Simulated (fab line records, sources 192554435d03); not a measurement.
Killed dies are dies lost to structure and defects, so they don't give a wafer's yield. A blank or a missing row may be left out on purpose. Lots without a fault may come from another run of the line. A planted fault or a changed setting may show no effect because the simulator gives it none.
Chamber matching | flow n5_finfet | N5_BEOL_M2_ETCH_70 on rie_diel-02: 4 sister chambers
The step etches SOC in N2/H2, target depth 80 nm, overetch 24 nm, time 130 s. 8 wafers are shown with their chamber, then 8 later ones without.

WAFERS WITH THEIR CHAMBER
wafer  | chamber | showerhead_plenum_p_Torr (Torr) | throttle_valve_pct (%)
L928.4 | 0       | 2.53                            | 17.7
L934.2 | 2       | 2.56                            | 17.8
L934.4 | 1       | 2.67                            | 17.3
L934.5 | 3       | 2.50                            | 17.9
L935.1 | 0       | 2.53                            | 17.8
L935.3 | 1       | 2.67                            | 17.3
L935.5 | 2       | 2.56                            | 17.8
L943.1 | 3       | 2.49                            | 17.9

WAFERS WITHOUT THEIR CHAMBER
wafer  | showerhead_plenum_p_Torr (Torr) | throttle_valve_pct (%)
L943.4 | 2.55                            | 17.9
L943.6 | 2.52                            | 17.8
L945.2 | 2.55                            | 17.9
L945.4 | 2.49                            | 17.9
L945.6 | 2.55                            | 17.9
L946.1 | 2.65                            | 17.4
L946.5 | 2.49                            | 18.0
L946.6 | 2.65                            | 17.4

WHICH CHAMBER EACH WENT THROUGH
wafer  | from the rows above | in truth
L943.4 | 2                   | 2
L943.6 | 0                   | 0
L945.2 | 2                   | 2
L945.4 | 3                   | 3
L945.6 | 2                   | 2
L946.1 | 1                   | 1
L946.5 | 3                   | 3
L946.6 | 1                   | 1
Placed correctly: 8 of 8. Can't be placed from these rows: 0. Placed wrongly: 0.
How it was worked out, from the rows above alone: a wafer's distance from a chamber is the root of the sum, over the readings, of the square of ((its reading less the chamber's mean) divided by the reading's scatter). The wafer belongs to the nearest chamber; if the next one is less than 2 further off, it can't be placed. A chamber's mean is the mean of its shown wafers. The scatter: the root of (the sum of the squares of (reading less its chamber's mean) over the shown wafers, divided by (wafers less chambers)).
